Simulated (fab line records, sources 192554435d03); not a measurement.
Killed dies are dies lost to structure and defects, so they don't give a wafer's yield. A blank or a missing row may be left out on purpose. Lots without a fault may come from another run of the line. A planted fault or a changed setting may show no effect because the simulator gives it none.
Split-lot experiment | flow n5_finfet | 7 lots, 21 wafers read, on a route of 1938 steps

THE SPLIT
At N5_BEOL_M3_VIA_ETCH_34 (etches the open film in C4F6/O2, target depth 69.4 nm, time 65.9 s), the setting time_s was moved away from the recipe's 65.9 s on 11 of the 21 wafers read, by -12.7% to +14.2%. The other wafers ran this setting at the recipe's value.

The reading is taken at the split's own step.

THE READING
SOC_of_BEOL_M3_COAT_67.thk_nm (the simulator's own value, which no gauge read), in nm, at N5_BEOL_M3_VIA_ETCH_34 (etches the open film in C4F6/O2, target depth 69.4 nm, time 65.9 s). The file gives no usual value for it. The 10 wafers here that ran the recipe average 52.0 nm, standard deviation 0.21 nm.

wafer  | tool, chamber at the split | time_s as run, s | against the recipe | SOC_of_BEOL_M3_COAT_67.thk_nm, nm | against lot-mates on the recipe
L079.3 | rie_diel-04, 0             | 65.9             | recipe             | 51.8                              | -
L079.5 | rie_diel-04, 0             | 65.9             | recipe             | 52.2                              | -
L079.6 | rie_diel-04, 2             | 65.9             | recipe             | 51.8                              | -
L080.1 | rie_diel-04, 2             | 60.18            | -8.7%              | 52.4                              | +0.4
L080.5 | rie_diel-04, 1             | 60.18            | -8.7%              | 52.6                              | +0.6
L080.6 | rie_diel-04, 2             | 65.9             | recipe             | 52                                | -
L087.1 | rie_diel-01, 0             | 62.1             | -5.8%              | 52.4                              | +0.2
L087.4 | rie_diel-01, 2             | 65.9             | recipe             | 52.2                              | -
L087.5 | rie_diel-01, 0             | 62.1             | -5.8%              | 52.6                              | +0.4
L086.1 | rie_diel-05, 0             | 65.9             | recipe             | 51.8                              | -
L086.2 | rie_diel-05, 3             | 75.26            | +14.2%             | 51                                | -0.8
L086.3 | rie_diel-05, 1             | 75.26            | +14.2%             | 51                                | -0.8
L088.1 | rie_diel-01, 3             | 65.9             | recipe             | 52.4                              | -
L088.3 | rie_diel-01, 1             | 57.55            | -12.7%             | 53                                | +0.8
L088.6 | rie_diel-01, 1             | 65.9             | recipe             | 52                                | -
L089.2 | rie_diel-01, 3             | 65.9             | recipe             | 52.2                              | -
L089.4 | rie_diel-01, 3             | 71.78            | +8.9%              | 51.4                              | -0.6
L089.6 | rie_diel-01, 0             | 65.9             | recipe             | 51.8                              | -
L093.4 | rie_diel-05, 3             | 71.42            | +8.4%              | 51.4                              | no lot-mate on the recipe
L093.5 | rie_diel-05, 1             | 71.42            | +8.4%              | 51.4                              | no lot-mate on the recipe
L093.6 | rie_diel-05, 0             | 71.42            | +8.4%              | 51                                | no lot-mate on the recipe

THE FIT
A straight line over all 21 wafers: SOC_of_BEOL_M3_COAT_67.thk_nm changes by -0.074 nm for each +1% of time_s; r = -0.94; the points scatter about the line by 0.19 nm.
The same after taking each lot's own level away (the mean of its wafers on the recipe; 18 wafers): -0.0585 nm for each +1%; r = -0.95; scatter 0.14 nm.
On that fit, the largest move of time_s shifts the reading by 0.83 nm.
The lots' own levels span 51.80 to 52.20 nm, that is 1.9 times the standard deviation above.
So the lot-to-lot level changes the slope: the two fits differ.
Check: with one of the wafers moved furthest among these (+14.2%) left out of the fit, the line predicts -0.848 nm for it against its lot-mates. It came out at -0.8 nm against them.

OTHER SPLITS ON THESE WAFERS
These wafers also went through other splits before the reading. Each is held against what the fit with the lots' levels taken away leaves over:
other split on the same wafers   | wafers away from the commonest value | r with SOC_of_BEOL_M3_COAT_67.thk_nm (lot level and that fit taken away)
N5_BEOL_M1_EXPOSE_08 dose_mj     | 9                                    | -0.28
N5_BEOL_M1_CMP_52 down_force_psi | 5                                    | +0.00
N5_BEOL_M2_EXPOSE_25 dose_mj     | 10                                   | +0.07
N5_BEOL_M2_ALD_98 ald_cycles     | 5                                    | -0.11

THE WHOLE CHAIN: every reading that the file lists as answering this split, in the file's order
step                   | what it does                                                       | reading                                                                        | change (the file's fit)                | r (the file's)
N5_BEOL_M3_VIA_ETCH_34 | etches the open film in C4F6/O2, target depth 69.4 nm, time 65.9 s | etch.depth_nm (the simulator's own value, which no gauge read)                 | +0.626 nm for each +1% of the setting  | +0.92
N5_BEOL_M3_VIA_ETCH_34 | etches the open film in C4F6/O2, target depth 69.4 nm, time 65.9 s | SOC_of_BEOL_M3_COAT_67.thk_nm (the simulator's own value, which no gauge read) | -0.0598 nm for each +1% of the setting | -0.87

THE FILE'S OWN FIT
SOC_of_BEOL_M3_COAT_67.thk_nm changes by -0.0598 nm for each +1% of time_s, r = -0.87.
